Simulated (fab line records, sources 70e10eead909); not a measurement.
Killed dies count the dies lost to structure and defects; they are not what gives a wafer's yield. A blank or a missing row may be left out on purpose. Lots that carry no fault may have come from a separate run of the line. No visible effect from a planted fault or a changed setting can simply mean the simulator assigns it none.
Comparing a struck lot with a sound one / flow nandHarc / 15 out of 1159 route steps
Sound: wafers L494.2, L494.5, L494.6. Wafers L496.4, L496.5, L496.6 were the ones struck. Last of all comes the cause.
At each step with rows: each side's tool, then ch and its chambers, then its first start. Under that, the readings that differ: sound wafers / struck wafers / difference of the means / sigmas: that difference in standard deviations of wafers without a fault.
alike: words and numbers the same on both sides, and readings whose means are apart by under 2 such deviations; not compared: readings that were withheld, readings missing a value for some wafer, numbers with overlapping values and no deviation given by the record, and bounds like >300 which may hide the same value.
Wherever a step has rows on one side only, a row that says differs or no value, or a row with sigmas, the two part there. Numbers that have no deviation but don't overlap get no sigmas and don't part them. Lack of a reading on every wafer of one side parts them only where that side has two or more wafers.

NHARC_A_CHANNEL_HOLE_D1_ETCH_44: etches the open film in CF4/O2, target depth 140 nm, overetch 14 nm, time 77 s.
  sound on rieDiel-09 ch 0,2,3, day 11 02:54; struck on rieDiel-10 ch 1,2, day 11 18:08
  alike: drypumpMotorCurrentA, oesProductAu, rfVppV, showerheadPlenumPTorr, throttleValvePct
  not compared: rfHoursCounterH
NHARC_A_CHANNEL_HOLE_D1_STRIP_27: strips in O2.
  sound on rieDiel-09 ch 1,2; struck on rieDiel-10 ch 0,1
  alike: drypumpMotorCurrentA, oesProductAu, rfVppV, showerheadPlenumPTorr, throttleValvePct
  not compared: rfHoursCounterH
then, 2 steps without rows for these wafers: NHARC_A_CHANNEL_HOLE_D1_PRECLEAN_28 (cleans in SC1); NHARC_A_CHANNEL_HOLE_D1_SRD_29.
NHARC_A_CHANNEL_HOLE_D1_CD_MEAS_30:
  sound: cdSem-03 at day 11 03:41; struck: cdSem-01 at day 11 18:56
  alike: cdNm
NHARC_A_CHANNEL_HOLE_D1_XSEM_31:
  sound on xsem-01 ch 0, day 11 03:46; struck on xsem-01 ch 0, day 11 19:02
  alike: botCdNm, bowNm, tiltDeg
NHARC_A_CHANNEL_HOLE_D1_INSPECT_40:
  sound: defectInspect-01 at day 11 03:52; struck: defectInspect-02 at day 11 19:07
  alike: rawDefectCount
then, 4 steps without rows for these wafers: NHARC_A_CHANNEL_FILL_D1_PRECLEAN_00 (cleans in SC1); NHARC_A_CHANNEL_FILL_D1_SRD_01; NHARC_A_CHANNEL_FILL_D1_ALD_02 (deposits SiO2, target thk 6 nm, pulse time 10 s, ald cycles 60); NHARC_A_CHANNEL_FILL_D1_ALD_03 (deposits SiNx, target thk 6 nm, pulse time 60 s, ald cycles 58).
NHARC_A_CHANNEL_FILL_D1_ALD_14: deposits SiO2, target thk 2.5 nm, pulse time 10 s, ald cycles 25.
  sound on aldHk-04 ch 1,2,3, day 11 09:40; struck on aldHk-03 ch 0,1,3, day 12 01:46
  alike: aldCycles, heaterPowerOuterW, heaterPowerW, precursorPulseHeightRel
NHARC_A_CHANNEL_FILL_D1_ALD_15: deposits SiNx, target thk 2 nm, pulse time 60 s, ald cycles 19.
  sound on aldSinBatch-03 ch 0, day 11 12:28; struck on aldSinBatch-03 ch 0, day 12 04:40
reading=aldCycles; sound=19 19 19; struck=23 23 23; difference=+4; sigmas=
  alike: chamberPressureTorr, precursorPulseHeightRel
NHARC_A_CHANNEL_FILL_D1_ALD_16: deposits SiO2, target thk 1.5 nm, pulse time 10 s, ald cycles 15.
  sound on aldHk-02 ch 0,1, day 11 14:43; struck on aldHk-02 ch 1,2, day 12 06:46
  alike: aldCycles, heaterPowerOuterW, heaterPowerW, precursorPulseHeightRel
-- the record jumps here: 10 days lie between the struck wafers' starts before and after (it left off in module A_CHANNEL_FILL_D1 and takes up again in module END, whose first step shown is number 1159 of the route) --
NHARC_END_SORT_01:
  sound on prober-02 ch 0, day 21 18:25; struck on prober-01 ch 0, day 22 10:37
  alike: killedAtArray, killedAtOther, killedAtPeriphery, killedDies, killedOpen, killedShort

WHERE THEY PART
Nowhere in this record.

WHY: whatever the simulator had introduced
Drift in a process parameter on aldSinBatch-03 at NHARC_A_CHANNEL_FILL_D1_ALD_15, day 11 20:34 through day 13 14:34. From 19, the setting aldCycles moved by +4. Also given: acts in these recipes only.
